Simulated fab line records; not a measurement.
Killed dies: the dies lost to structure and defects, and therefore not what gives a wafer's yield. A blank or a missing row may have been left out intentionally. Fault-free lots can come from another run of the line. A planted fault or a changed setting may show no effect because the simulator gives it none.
The tool behind it: which one? -- flow nand-harc -- 12 lots with 36 wafers sampled at 5 steps, on a route of 1302 steps

## WHAT EACH GAUGE READ, for each wafer
NHARC_A_CHANNEL_HOLE_D1_INSPECT_40. Usual: raw-defect-count 70, standard deviation 29.
lot,measured,on,raw-defect-count,flag
L711,day 8 23:38,defect-inspect-02,102 107 94,
L710,day 9 01:29,defect-inspect-02,66 53 38,
L712,day 9 11:01,defect-inspect-01,50 35 41,
L714,day 10 16:13,defect-inspect-02,57 42 50,
L723,day 14 21:53,defect-inspect-01,46 50 35,
L724,day 15 02:31,defect-inspect-01,97 115 111,
L727,day 16 02:47,defect-inspect-01,99 123 161,
L728,day 16 11:13,defect-inspect-02,79 103 90,
L730,day 17 13:02,defect-inspect-02,51 51 61,
L731,day 17 17:32,defect-inspect-02,48 43 64,
L732,day 18 13:52,defect-inspect-02,49 50 62,
L733,day 18 14:10,defect-inspect-02,67 44 53,

NHARC_END_SORT_01. Usual: killed-at-array 53, standard deviation 21; killed-at-other 1.0, standard deviation 1.3; killed-at-periphery 3.8, standard deviation 2.4; killed-dies 58, standard deviation 21; killed-open 3.4, standard deviation 1.9; killed-short 2.4, standard deviation 1.5.
lot,measured,on,killed-at-array,killed-at-other,killed-at-periphery,killed-dies,killed-open,killed-short,flag
L710,day 25 08:26,prober-02,70 77 58,2 4 2,3 3 0,75 84 60,7 4 5,1 2 2,
L723,day 30 16:21,prober-01,40 33 42,0 0 0,8 5 7,48 38 49,6 2 3,4 2 3,
L724,day 30 16:21,prober-02,68 61,0 0,0 4,68 65,2 3,2 2,
L727,day 31 23:31,prober-01,26 34 58,3 1 3,3 3 3,32 38 64,2 2 2,3 3 3,
L728,day 32 07:25,prober-01,67 87 71,5 0 0,4 0 1,76 87 72,2 1 1,5 3 0,

## TOOL THAT RAN EACH LOT (tool first, then ch and the chambers of the sampled wafers, then the start)
lot,NHARC_A_CHANNEL_FILL_D1_ALD_16,NHARC_A_CHANNEL_FILL_D1_STRIP_29,NHARC_A_DECK1_JOINT_CVD_12
L711,"ald-hk-02 ch 1,2,3, day 9 12:07","rie-diel-11 ch 0,1,2, day 11 09:53 or earlier","lpcvd-poly-02 ch 0, day 11 09:53"
L710,"ald-hk-04 ch 0,2,3, day 9 12:07","rie-diel-08 ch 1,2,3, day 11 09:53 or earlier","lpcvd-poly-02 ch 0, day 11 09:53"
L712,"ald-hk-02 ch 0,1, day 9 23:21","rie-diel-05 ch 0,1,3, day 11 05:35","lpcvd-poly-02 ch 0, day 11 19:10"
L714,"ald-hk-01 ch 1,2,3, day 11 04:39","rie-diel-05 ch 1,2,3, day 12 23:56 or earlier","lpcvd-poly-04 ch 0, day 12 23:56"
L723,"ald-hk-01 ch 0,2, day 15 10:44","rie-diel-05 ch 1,2, day 17 06:53 or earlier","lpcvd-poly-02 ch 0, day 17 06:53"
L724,"ald-hk-01 ch 1,2, day 15 15:17","rie-diel-05 ch 0,2, day 17 10:28 or earlier","lpcvd-poly-02 ch 0, day 17 10:28"
L727,"ald-hk-01 ch 1,3, day 16 15:14","rie-diel-08 ch 0,1, day 18 15:49 or earlier","lpcvd-poly-01 ch 0, day 18 15:49"
L728,"ald-hk-02 ch 0,1,3, day 16 23:39","rie-diel-08 ch 0,1,2, day 18 21:04 or earlier","lpcvd-poly-04 ch 0, day 18 21:04"
L730,"ald-hk-01 ch 0,1,2, day 18 04:41","rie-diel-11 ch 0,1,3, day 20 06:47 or earlier","lpcvd-poly-01 ch 0, day 20 06:47"
L731,"ald-hk-01 ch 1,2,3, day 18 08:26","rie-diel-05 ch 0,3, day 20 10:09 or earlier","lpcvd-poly-01 ch 0, day 20 10:09"
L732,"ald-hk-01 ch 0,1,2, day 19 07:40","rie-diel-08 ch 0,1,3, day 21 07:10 or earlier","lpcvd-poly-02 ch 0, day 21 07:10"
L733,"ald-hk-01 ch 0,2,3, day 19 07:53","rie-diel-11 ch 0,1,3, day 21 07:10 or earlier","lpcvd-poly-02 ch 0, day 21 07:10"
- NHARC_A_CHANNEL_FILL_D1_ALD_16: deposits SiO2, target thk 1.5 nm, pulse time 10 s, ald cycles 15.
- NHARC_A_CHANNEL_FILL_D1_STRIP_29: strips in O2, time 20 s.
- NHARC_A_DECK1_JOINT_CVD_12: deposits poly-Si, target thk 90 nm, time 1800 s.

## AS READ BY THE TOOLS THEMSELVES (means over the sampled wafers that have a number; for cases with no such wafer, the mark the record gives instead)
NHARC_A_CHANNEL_FILL_D1_ALD_16. Usual: heater-power-w 486 W, standard deviation 42; precursor-pulse-height-rel 0.999, standard deviation 0.019.
lot,tool,heater-power-w (W),precursor-pulse-height-rel,flag
L711,ald-hk-02,473,0.988,
L710,ald-hk-04,499,1.021,
L712,ald-hk-02,504,0.988,
L714,ald-hk-01,490,1.003,
L723,ald-hk-01,453,1.004,
L724,ald-hk-01,473,0.989,
L727,ald-hk-01,514,0.999,
L728,ald-hk-02,513,1.004,
L730,ald-hk-01,476,0.998,
L731,ald-hk-01,498,0.979,
L732,ald-hk-01,467,0.994,
L733,ald-hk-01,481,0.994,

NHARC_A_CHANNEL_FILL_D1_STRIP_29. Usual: drypump-motor-current-A 5.89 A, standard deviation 0.25; oes-product-au 1.000 a.u., standard deviation 0.0071; rf-vpp-V 57.6 V, standard deviation 0.9; showerhead-plenum-p-Torr 3.51 Torr, standard deviation 0.13; throttle-valve-pct 17.037 %, standard deviation 0.0099.
lot,tool,drypump-motor-current-A (A),oes-product-au (a.u.),rf-vpp-V (V),showerhead-plenum-p-Torr (Torr),throttle-valve-pct (%),flag
L711,rie-diel-11,5.92,0.997,57.5,3.48,17.044,
L710,rie-diel-08,5.88,0.991,57.6,3.55,17.033,
L712,rie-diel-05,5.82,0.999,57.3,3.50,17.040,
L714,rie-diel-05,5.87,1.006,57.1,3.50,17.038,
L723,rie-diel-05,5.91,0.998,57.2,3.34,17.033,
L724,rie-diel-05,5.89,0.999,57.2,3.33,17.035,
L727,rie-diel-08,6.30,0.999,57.3,3.54,17.036,
L728,rie-diel-08,6.14,1.008,57.5,3.57,17.034,
L730,rie-diel-11,5.76,0.990,57.5,3.49,17.027,
L731,rie-diel-05,5.80,0.994,57.1,3.47,17.046,
L732,rie-diel-08,6.09,0.997,58.0,3.56,17.036,
L733,rie-diel-11,5.74,1.000,56.8,3.49,17.043,

NHARC_A_DECK1_JOINT_CVD_12. Usual: spike-tc-centre-C 620.1 C, standard deviation 1.3; spike-tc-lower-C 620.9 C, standard deviation 1.4; spike-tc-top-C 640.2 C, standard deviation 1.1; spike-tc-upper-C 619.9 C, standard deviation 0.99; tube-center-temp-C 620 C, standard deviation 0.051.
lot,tool,spike-tc-centre-C (C),spike-tc-lower-C (C),spike-tc-top-C (C),spike-tc-upper-C (C),tube-center-temp-C (C),flag
L711,lpcvd-poly-02,620.3,621.1,640.5,619.0,620,
L710,lpcvd-poly-02,619.1,621.4,641.1,620.2,620,
L712,lpcvd-poly-02,619.7,621.8,641.2,619.2,620,
L714,lpcvd-poly-04,621.2,619.4,639.6,619.5,620,
L723,lpcvd-poly-02,634.3,638.2,655.2,635.0,635,OFF
L724,lpcvd-poly-02,634.8,636.5,655.3,635.0,635,OFF
L727,lpcvd-poly-01,621.9,619.5,639.3,619.7,620,
L728,lpcvd-poly-04,619.5,620.7,640.2,620.8,620,
L730,lpcvd-poly-01,622.8,619.9,639.6,621.1,620,
L731,lpcvd-poly-01,622.0,620.2,639.3,619.5,620,
L732,lpcvd-poly-02,619.9,621.2,640.6,619.0,620,
L733,lpcvd-poly-02,619.8,621.7,639.8,620.1,620,

## THE ANSWER, worked out from the rows above alone
Rule: a lot is off if the mean of its wafers that have a number lies more than 3 standard deviations from the usual mean. A lot without any number at a reading at which 4 lots or more have one is off too. Any other lot the step has rows for is counted as sound. First the gauges in route order, then the tools' own readings, where a lot's mean is used as printed above. At the first step where some lot is off, the reading lying furthest off is the one used; lots without a number count as furthest.
Off at NHARC_A_DECK1_JOINT_CVD_12 (tube-center-temp-C): L723, L724.
If a tool, at that step or one of the process steps before it, ran each lot that is off and ran no sound lot following the first of them, it fits. Because NHARC_A_CHANNEL_FILL_D1_STRIP_29 lacks a start for some lots, the hours and order of its lots are taken from NHARC_A_DECK1_JOINT_CVD_12. No candidate that was tried fits.

## WHAT WAS PUT IN BY THE SIMULATOR
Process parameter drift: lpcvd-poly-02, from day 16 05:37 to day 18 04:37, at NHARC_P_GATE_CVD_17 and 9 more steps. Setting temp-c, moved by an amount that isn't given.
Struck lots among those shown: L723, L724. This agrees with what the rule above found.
